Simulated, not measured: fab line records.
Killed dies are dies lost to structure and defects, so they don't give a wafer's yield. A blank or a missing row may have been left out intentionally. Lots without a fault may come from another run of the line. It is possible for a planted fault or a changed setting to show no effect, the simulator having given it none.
8D (eight disciplines) problem report, filled in by code | flow nand_harc | the parts of the form that need people (team, actions taken, sign-off) are left out

== 1. THE PROBLEM ==
Wafers without a fault read 91.1 %, standard deviation 2.9; defect_limited_yield at NHARC_END_SORT_01 reads a mean of 0.0 % on 6 wafers belonging to 2 lots. That puts it -31 standard deviations away from the usual mean.
Earliest sighting: wafer L883.1 on prober-01 at day 28 14:19. The record has a number at this step for 12 wafers belonging to 4 lots. The rule behind "out" and "out of limits": a value lying over 4 standard deviations away from the usual mean. All remaining wafers that have a number are taken as sound.

== 2. WHAT IT IS; WHAT IT IS NOT ==
question                    | is                                                 | is not
which readings at this step | defect_limited_yield, killed_at_array, killed_dies | killed_at_periphery, killed_open
which lots                  | L883, L885                                         | L884, L894
which wafers of those lots  | all that have a number                             | -
read on which gauges        | prober-01, prober-02                               | -
when                        | from day 28 14:19                                  | up to then (3 sound wafers); but 3 sound wafers of L894 came after

== 3. SUSPECTS, AND WHAT RULES EACH OUT ==
Counting: a tool at a process step up to the reading stays a suspect if it ran every lot that is out and no sound lot after the first of them.
- the gauge at NHARC_END_SORT_01 has been ruled out. 2 gauges (prober-01, prober-02) read the wafers that are out.
- pvd_sputter-01 at NHARC_A_M0_PVD_21 (deposits Cu, target thk 30 nm, time 20.49 s): kept. Every lot that is out went through it, starting with L883 (day 26 21:47), and after that it ran no sound lot; the last sound lot it ran before then is L884 (day 26 17:28).
Remaining after the count: pvd_sputter-01 at NHARC_A_M0_PVD_21.

== 4. THE CAUSE (what the simulator had put in) ==
Entire step skipped (pvd_sputter-01, NHARC_A_M0_PVD_21), from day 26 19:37 onward. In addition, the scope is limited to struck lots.
Only this tool survived the counting.

== 5. THE EFFECT CHAIN, in route order ==
One row per reading whose mean, taken over the struck wafers that have a number, lies over 3 standard deviations from the usual. Scope: only readings with a usual standard deviation given in the record; hours: median across lots of the time from each lot's start at the first step in this table that gives one to its start at this step; sigmas: change in usual standard deviations.
hours | step              | reading              | usual  | on struck wafers | change | sigmas
0     | NHARC_END_SORT_01 | defect_limited_yield | 91.1 % | 0.0              | -91.1  | -31
0     | NHARC_END_SORT_01 | killed_at_array      | 55     | 669              | +614   | +31
0     | NHARC_END_SORT_01 | killed_dies          | 60     | 677              | +617   | +31
Readings that are blank on the struck wafers while sound wafers have them: cathode_dc_power_W at NHARC_A_M0_PVD_21; chamber_pressure_pa at NHARC_A_M0_PVD_21; substrate_temp_c at NHARC_A_M0_PVD_21; throttle_valve_pct at NHARC_A_M0_PVD_21.

== 6. WHAT WOULD HAVE CAUGHT IT SOONER ==
The first out-of-limits reading at a measuring or inspecting step in this record came at day 28 14:19, 43 hours after the fault's start at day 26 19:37.
At NHARC_A_M0_PVD_21 the tool's readings are blank on the struck wafers, where sound wafers have them: an empty tool record is the first sign, and it was there at once.
Lots out: 2; all had begun NHARC_A_M0_PVD_21 on pvd_sputter-01 by day 28 14:19. Holding the tool at that point would not have protected any of them.
